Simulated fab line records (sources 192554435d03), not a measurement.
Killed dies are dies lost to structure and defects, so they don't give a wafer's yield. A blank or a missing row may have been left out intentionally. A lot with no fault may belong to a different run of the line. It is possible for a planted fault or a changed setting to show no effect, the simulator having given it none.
Chamber matching || flow n5Finfet || 4 sister chambers for N5_MOL_CONTACT_COAG_ETCH_48 on rieDiel-06
The step etches SiOC in C4F6/O2, target depth 15 nm, overetch 4.5 nm, time 17 s. 4 wafers are shown with their chamber, then 9 later ones without.

## WAFERS, EACH WITH ITS CHAMBER
{"wafer": "L478.5", "chamber": 1, "showerheadPlenumPTorr (Torr)": 2.69}
{"wafer": "L480.3", "chamber": 3, "showerheadPlenumPTorr (Torr)": 2.79}
{"wafer": "L480.5", "chamber": 2, "showerheadPlenumPTorr (Torr)": 2.83}
{"wafer": "L480.6", "chamber": 0, "showerheadPlenumPTorr (Torr)": 3.00}

## WAFERS WITH NO CHAMBER GIVEN
{"wafer": "L481.2", "showerheadPlenumPTorr (Torr)": 3.02}
{"wafer": "L481.3", "showerheadPlenumPTorr (Torr)": 2.83}
{"wafer": "L481.6", "showerheadPlenumPTorr (Torr)": 3.00}
{"wafer": "L482.4", "showerheadPlenumPTorr (Torr)": 2.83}
{"wafer": "L482.5", "showerheadPlenumPTorr (Torr)": 2.83}
{"wafer": "L482.6", "showerheadPlenumPTorr (Torr)": 3.02}
{"wafer": "L493.1", "showerheadPlenumPTorr (Torr)": 2.99}
{"wafer": "L493.2", "showerheadPlenumPTorr (Torr)": 2.82}
{"wafer": "L493.5", "showerheadPlenumPTorr (Torr)": 2.82}

## WHICH CHAMBER EACH ONE RAN IN
{"wafer": "L481.2", "from the rows above": 0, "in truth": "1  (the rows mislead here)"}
{"wafer": "L481.3", "from the rows above": 2, "in truth": 2}
{"wafer": "L481.6", "from the rows above": 0, "in truth": 0}
{"wafer": "L482.4", "from the rows above": 2, "in truth": 2}
{"wafer": "L482.5", "from the rows above": 2, "in truth": 2}
{"wafer": "L482.6", "from the rows above": 0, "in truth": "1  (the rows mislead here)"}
{"wafer": "L493.1", "from the rows above": 0, "in truth": 0}
{"wafer": "L493.2", "from the rows above": "can't be placed: 2 or 3", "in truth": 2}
{"wafer": "L493.5", "from the rows above": "can't be placed: 2 or 3", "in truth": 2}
Correctly placed: 5 of 9. Unplaceable from these rows: 2, with the true chamber sitting among the candidates in 2. Number placed wrongly: 2.
How it was worked out, from the rows above alone: a wafer's distance from a chamber is the root of the sum, over the readings, of the square of ((its reading less the chamber's mean) divided by the reading's scatter). If the next closest chamber is less than 2 further off than the closest, the wafer can't be placed; otherwise it belongs to the closest. For every chamber, the mean is computed from those of its wafers that are shown. The scatter: root of mean squared gap, hidden wafer to nearest shown wafer, with one shown wafer a chamber.
